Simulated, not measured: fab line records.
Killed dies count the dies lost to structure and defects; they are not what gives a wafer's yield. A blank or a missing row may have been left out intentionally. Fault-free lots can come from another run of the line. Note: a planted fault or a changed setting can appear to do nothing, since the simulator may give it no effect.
Which of the tools did it? :: flow nand_harc :: 6 lots (18 wafers sampled), 1 step of a 1302-step route

## WHAT THE GAUGES READ, wafer by wafer
NHARC_A_SGD_CUT_INSPECT_25.
lot: L877
measured: day 20 10:50
on: defect_inspect-02
raw_defect_count: 319 321 316

lot: L878
measured: day 20 18:12
on: defect_inspect-02
raw_defect_count: 331 383 327

lot: L886
measured: day 23 16:21
on: defect_inspect-01
raw_defect_count: 398 354 470

lot: L889
measured: day 25 04:00
on: defect_inspect-01
raw_defect_count: 279 317 331

lot: L895
measured: day 27 14:10
on: defect_inspect-01
raw_defect_count: 355 316 335

lot: L898
measured: day 28 17:04
on: defect_inspect-02
raw_defect_count: 320 298 249

## TOOL THAT RAN EACH LOT (tool first, then ch and the chambers of the sampled wafers, then the start)
The record holds no process step before these readings.

## THE ANSWER, worked out from the rows above alone
Rule: the usual values come from the lots themselves. Put in order of their means at a reading, lots are off if they are a third of the lots or fewer, leave a main group of 4 or more, and stand apart from it by a gap of 3 or more times the standard deviation of the main group's means; of several such gaps the widest counts. A main group whose means are all the same, to the digits that the tables above print for the reading, isn't used. A lot without any number at a reading at which 4 lots or more have one is off too. The other lots that the step has rows for count as sound.
None of the lots is off at any reading shown; this tells nothing.

## WHAT HAD BEEN PUT IN BY THE SIMULATOR
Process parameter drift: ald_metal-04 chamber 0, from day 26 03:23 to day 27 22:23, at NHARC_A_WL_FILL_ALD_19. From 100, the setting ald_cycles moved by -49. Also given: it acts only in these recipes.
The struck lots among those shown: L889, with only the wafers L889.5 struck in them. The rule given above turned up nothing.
